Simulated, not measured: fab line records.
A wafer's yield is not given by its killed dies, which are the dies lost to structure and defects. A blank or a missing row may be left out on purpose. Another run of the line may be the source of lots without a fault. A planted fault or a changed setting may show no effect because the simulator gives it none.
Comparing a struck lot with a sound one :: flow n5Finfet :: 14 steps out of a route of 1938
Sound: these wafers, L676.1, L676.2, L676.5. Wafers struck: L691.4, L691.5, L691.6. The cause is given at the end.
Per side, at each step with rows, come the tool, then ch with its chambers, and then its first start. Under that, the readings that differ: sound wafers :: struck wafers :: difference of the means :: sigmas: that difference in standard deviations of wafers without a fault.
alike: same words and numbers on both sides, and readings whose means sit less than 2 such deviations apart. not compared: any withheld reading, any reading some wafer has no value for, any bound like >300 that may hide the same value, and any number with overlapping values for which the record gives no deviation.
A row with sigmas, a row that says differs or no value, or rows on one side alone: a step with any of these is where the two part. Numbers that don't overlap but have no deviation are shown without sigmas and don't part them. A reading missing from all wafers of one side parts the sides only when that side holds two or more wafers.

N5_BEOL_M1_ANNEAL_95: time 240 s.
  struck on pvdSputter-03, day 11 06:22; sound on pvdSputter-03, day 7 12:02
  alike: heaterPowerW
then, 2 steps without rows for these wafers: N5_BEOL_M1_SPUTTER_96 (material Cu, target thk 4.5 nm, time 8.29 s); N5_BEOL_M1_ECD_50 (material Cu, target thk 300 nm).
N5_BEOL_M1_ANNEAL_51: time 90 s.
  sound on rtpAnneal-02 ch 0, day 7 12:23; struck on rtpAnneal-01 ch 0, day 11 06:53
  alike: wafer_temp_C_max
N5_BEOL_M1_CMP_52: polishes, stops on SiOC, t overpolish 6.8 s, target thk 40 nm.
  sound on cmp-03 ch 0,1,3, day 7 12:42; struck on cmp-03 ch 0,2,3, day 11 07:10
  alike: barrierFieldEndpointS, edgeZonePressureFrac, motorCurrentA, overpolishRunS, timeToEndpointS
then, 1 step without rows for these wafers: N5_BEOL_M1_PRE_CLEAN_60 (time 15 s).
N5_BEOL_M1_CO_CAP_55: material Co, precursor CCTBA/H2, target thk 2 nm, time 102.1 s.
  sound on cvdCo-02 ch 0,1,2, day 7 13:05; struck on cvdCo-01 ch 0,1,2, day 11 07:27
  alike: chamberPressureTorr, heaterPowerW
then, 1 step without rows for these wafers: N5_BEOL_M1_PRE_CLEAN_56 (time 15 s).
N5_BEOL_M1_DEP_57: deposits SiCN from 3MS/NH3, target thk 8 nm, time 14 s.
  sound on pecvd-01 ch 0,1,2, day 7 13:11; struck on pecvd-03 ch 0,1,2, day 11 07:33
  alike: chamberPressureTorr, showerheadPlenumPTorr, throttleValvePct
N5_BEOL_M1_INSPECT_59: inspects for defects (darkfield).
  struck on defectInspect-01, day 11 07:38; sound on defectInspect-02, day 7 13:17
  alike: rawDefectCount
N5_BEOL_M2_ILD_DEP_00: deposits SiOC from DEMS/O2, target thk 79 nm, time 15.3 s.
  sound on pecvd-02 ch 1,2, day 7 13:19; struck on pecvd-02 ch 0,1,2, day 11 07:41
reading: susceptorTempC (C)
sound: 349.87 349.85 349.98
struck: 348.61 348.05 348.32
difference: -1.57
sigmas: -7
  alike: chamberPressureTorr, heaterPowerW, showerheadPlenumPTorr, throttleValvePct
N5_BEOL_M2_THK_MEAS_01:
  struck on filmMetro-01, day 11 07:44; sound on filmMetro-01, day 7 13:23
  alike: M2_ILD_THK
N5_BEOL_M4_RC_MEAS_101:
  sound on prober-02 ch 0, day 9 14:39; struck on prober-01 ch 0, day 12 22:17
  alike: DIBL_N, DIBL_P, IOFF_N, IOFF_P, ION_N, ION_P, SS_N, SS_P, VT_N, VT_P
following that, these wafers have no rows for 1 step: N5_PASSIVATION_PROBE_49.

## WHERE THEY PART
N5_BEOL_M2_ILD_DEP_00 only, going by this record. Later steps at which nothing parts them and some readings are alike: N5_BEOL_M2_THK_MEAS_01, N5_BEOL_M4_RC_MEAS_101.

WHY: what the simulator had put in
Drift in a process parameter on pecvd-02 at N5_BEOL_M2_ILD_DEP_00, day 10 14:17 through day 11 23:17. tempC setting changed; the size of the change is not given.
